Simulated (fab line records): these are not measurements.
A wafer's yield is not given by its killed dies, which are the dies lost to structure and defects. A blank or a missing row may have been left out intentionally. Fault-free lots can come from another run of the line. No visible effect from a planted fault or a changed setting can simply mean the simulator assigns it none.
Lot-split experiment    flow n5-finfet    route with 1938 steps; 7 lots, 21 wafers read

ON THE SPLIT
At N5_BEOL_M11_TRENCH_ETCH_37 (etches SiCOH lowk in C4F6/O2, target depth 148.83 nm, time 48 s), the setting time-s was moved away from the recipe's 48 s on 6 of the 21 wafers read, by -21.3% to +14.3%. This setting was run at the recipe's value on the other wafers.

The split's own step is where the reading is taken.

THE READING
TiN_of_BEOL_M11_HM_DEP_02.thk-nm (the simulator's own value, which no gauge read), in nm, at N5_BEOL_M11_TRENCH_ETCH_37 (etches SiCOH lowk in C4F6/O2, target depth 148.83 nm, time 48 s). The file gives no usual value for it. Average 15.9 nm, standard deviation 0.19 nm, over the 15 wafers here run with the recipe.

wafer   tool, chamber at the split  time-s as run, s  against the recipe  TiN_of_BEOL_M11_HM_DEP_02.thk-nm, nm  against lot-mates on the recipe
L074.2  rie-diel-05, 2              48                recipe              15.8                                  -
L074.3  rie-diel-05, 3              48                recipe              15.6                                  -
L074.4  rie-diel-05, 0              48                recipe              15.8                                  -
L076.1  rie-diel-05, 2              54.86             +14.3%              15                                    -0.4
L076.2  rie-diel-05, 3              48                recipe              15.4                                  -
L076.5  rie-diel-05, 3              54.86             +14.3%              15                                    -0.4
L084.3  rie-diel-06, 2              48                recipe              15.8                                  -
L084.5  rie-diel-06, 0              44.91             -6.4%               16.2                                  +0.4
L084.6  rie-diel-06, 1              44.91             -6.4%               16.2                                  +0.4
L085.1  rie-diel-03, 0              48                recipe              15.8                                  -
L085.5  rie-diel-03, 1              48                recipe              16                                    -
L085.6  rie-diel-03, 0              48                recipe              16                                    -
L093.2  rie-diel-06, 1              48                recipe              16.2                                  -
L093.3  rie-diel-06, 2              48                recipe              16                                    -
L093.4  rie-diel-06, 0              48                recipe              16                                    -
L092.1  rie-diel-06, 3,1            37.76             -21.3%              16.8                                  +1.0
L092.3  rie-diel-06, 3,1            37.76             -21.3%              16.8                                  +1.0
L092.2  rie-diel-06, 2              48                recipe              15.8                                  -
L091.1  rie-diel-05, 3              48                recipe              16                                    -
L091.5  rie-diel-05, 0              48                recipe              16                                    -
L091.6  rie-diel-05, 1              48                recipe              16                                    -
When a row names more than one chamber, that row covers several wafers, and the file does not tell which wafer ran in which chamber.

THE FIT
A straight line over all 21 wafers: TiN_of_BEOL_M11_HM_DEP_02.thk-nm changes by -0.0495 nm for each +1% of time-s; r = -0.92; the points scatter about the line by 0.18 nm.
The same after taking each lot's own level away (the mean of its wafers on the recipe; 21 wafers): -0.0415 nm for each +1%; r = -0.96; scatter 0.097 nm.
On that fit, the largest move of time-s shifts the reading by 0.88 nm.
The lots' own levels span 15.40 to 16.07 nm, that is 3.5 times the standard deviation above.
Thus the slope moves with the lot-to-lot level: the two fits are different.
Check: +0.888 nm against its lot-mates is what the line predicts for one of the wafers moved furthest among these (-21.3%) when that wafer is left out of the fit. Against them it came out at +1 nm.

ADDITIONAL SPLITS CARRIED BY THESE WAFERS
Before the reading, these wafers also passed through other splits. Each is held against what the fit with the lots' levels taken away leaves over:
other split on the same wafers  wafers away from the commonest value  r with TiN_of_BEOL_M11_HM_DEP_02.thk-nm (lot level and that fit taken away)
N5_BEOL_M7_EXPOSE_25 dose-mj    5                                     +0.12
N5_BEOL_M8_PEB_09 peb-time-s    6                                     -0.02
N5_BEOL_M9_EXPOSE_25 dose-mj    11                                    -0.15
N5_BEOL_M9_ETCH_65 bias-w       8                                     +0.37
N5_BEOL_M10_ILD_DEP_00 time-s   6                                     +0.11

THE WHOLE CHAIN: every reading that the file lists as answering this split, in the file's order
step                        what it does                                                     reading                                                                            change (the file's fit)                 r (the file's)
N5_BEOL_M11_TRENCH_ETCH_37  etches SiCOH lowk in C4F6/O2, target depth 148.83 nm, time 48 s  BEOL_M11.feature-depth-nm (the simulator's own value, which no gauge read)         +1.78 nm for each +1% of the setting    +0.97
N5_BEOL_M11_TRENCH_ETCH_37  etches SiCOH lowk in C4F6/O2, target depth 148.83 nm, time 48 s  etch.depth-nm (the simulator's own value, which no gauge read)                     +1.78 nm for each +1% of the setting    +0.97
N5_BEOL_M11_TRENCH_ETCH_37  etches SiCOH lowk in C4F6/O2, target depth 148.83 nm, time 48 s  TiN_of_BEOL_M11_HM_DEP_02.thk-nm (the simulator's own value, which no gauge read)  -0.0423 nm for each +1% of the setting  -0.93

THE FILE'S OWN FIT
TiN_of_BEOL_M11_HM_DEP_02.thk-nm changes by -0.0423 nm for each +1% of time-s, r = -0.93.
